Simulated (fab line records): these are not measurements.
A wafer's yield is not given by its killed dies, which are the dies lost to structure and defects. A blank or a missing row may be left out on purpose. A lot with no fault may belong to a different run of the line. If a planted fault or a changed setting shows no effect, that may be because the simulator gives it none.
Which tool was responsible? ; flow n5-finfet ; 33 wafers from 11 lots sampled at 4 of the route's 1938 steps

== WHAT EACH GAUGE READ, for each wafer ==
N5_BEOL_M10_CD_MEAS_35: the cd target is 70 nm.
lot;measured;on;cd-nm (nm)
L074;day 10 01:46;cd-sem-02;69.0 70.1 70.4
L076;day 10 14:26;cd-sem-02;69.3 69.7 69.9
L078;day 11 02:10;cd-sem-03;69.6 69.5 69.6
L081;day 11 06:30;cd-sem-03;70.5 70.4 70.7
L083;day 11 23:53;cd-sem-02;69.0 69.2 68.5
L087;day 13 10:59;cd-sem-02;70.5 69.6 68.3
L088;day 14 03:16;cd-sem-01;70.5 69.8 69.8
L091;day 14 03:37;cd-sem-01;70.5 69.9 70.2
L093;day 14 10:34;cd-sem-03;69.8 70.0 70.1
L094;day 14 11:08;cd-sem-03;70.3 67.9 70.1
L097;day 16 07:17;cd-sem-02;69.8 71.7 69.8

== WHAT TOOL EACH LOT RAN ON (gives the tool, then ch and the chambers of the sampled wafers, and finally the start) ==
lot;N5_BEOL_M10_ETCH_65;N5_BEOL_M10_STRIP_36;N5_BEOL_M10_ETCH_41
L074;rie-diel-04 ch 0,2,3, day 10 01:03;rie-diel-04 ch 0,2,3, day 10 01:17;rie-diel-04 ch 0,2,3, day 10 01:46 or earlier
L076;rie-diel-04 ch 0,1,2, day 10 13:50;rie-diel-04 ch 0,1,2, day 10 14:04;rie-diel-04 ch 0,1,2, day 10 14:26 or earlier
L078;rie-diel-04 ch 0,1,2, day 11 01:28;rie-diel-04 ch 0,1,2, day 11 01:42;rie-diel-04 ch 0,1,2, day 11 02:10 or earlier
L081;rie-diel-05 ch 0,1,3, day 11 05:52;rie-diel-05 ch 0,1,3, day 11 06:05;rie-diel-05 ch 0,1,3, day 11 06:30 or earlier
L083;rie-diel-03 ch 1,2,3, day 11 23:16;rie-diel-03 ch 1,2,3, day 11 23:31;rie-diel-03 ch 1,2,3, day 11 23:53 or earlier
L087;rie-diel-05 ch 0,1, day 13 10:22;rie-diel-05 ch 0,1, day 13 10:36;rie-diel-05 ch 0,1, day 13 10:59 or earlier
L088;rie-diel-03 ch 0,1,3, day 14 02:40;rie-diel-03 ch 0,1,3, day 14 02:53;rie-diel-03 ch 0,1,3, day 14 03:16 or earlier
L091;rie-diel-05 ch 0,3, day 14 03:01;rie-diel-05 ch 0,3, day 14 03:15;rie-diel-05 ch 0,3, day 14 03:37 or earlier
L093;rie-diel-04 ch 0,2,3, day 14 09:57;rie-diel-04 ch 0,2,3, day 14 10:11;rie-diel-04 ch 0,2,3, day 14 10:34 or earlier
L094;rie-diel-05 ch 0,3, day 14 10:31;rie-diel-05 ch 0,3, day 14 10:46;rie-diel-05 ch 0,3, day 14 11:08 or earlier
L097;rie-diel-03 ch 0,2, day 16 06:40;rie-diel-03 ch 0,2, day 16 06:54;rie-diel-03 ch 0,2, day 16 07:17 or earlier
- N5_BEOL_M10_ETCH_65: etches SiARC in CF4, target depth 39 nm, time 65 s.
- N5_BEOL_M10_STRIP_36: strips in N2/H2.
- N5_BEOL_M10_ETCH_41: etches SiCN in CH3F/O2, target depth 42.6 nm, time 86 s.

== THE ANSWER, worked out from the rows above alone ==
Rule: the usual values come from the lots themselves. The widest of any qualifying gaps counts: lots, ordered by their means at a reading, are off when they make up no more than a third of the lots, leave a main group of 4 or more, and stand apart from it by 3 or more times the standard deviation of that group's means. The tables above print the reading to a certain number of digits; a main group whose means all agree to those digits is not used. Also off: a lot with no number at a reading for which 4 or more lots have one. Any other lot the step has rows for is counted as sound.
Across all readings shown, no lot is off: no conclusion can be drawn from this.

== WHAT THE SIMULATOR HAD PUT IN ==
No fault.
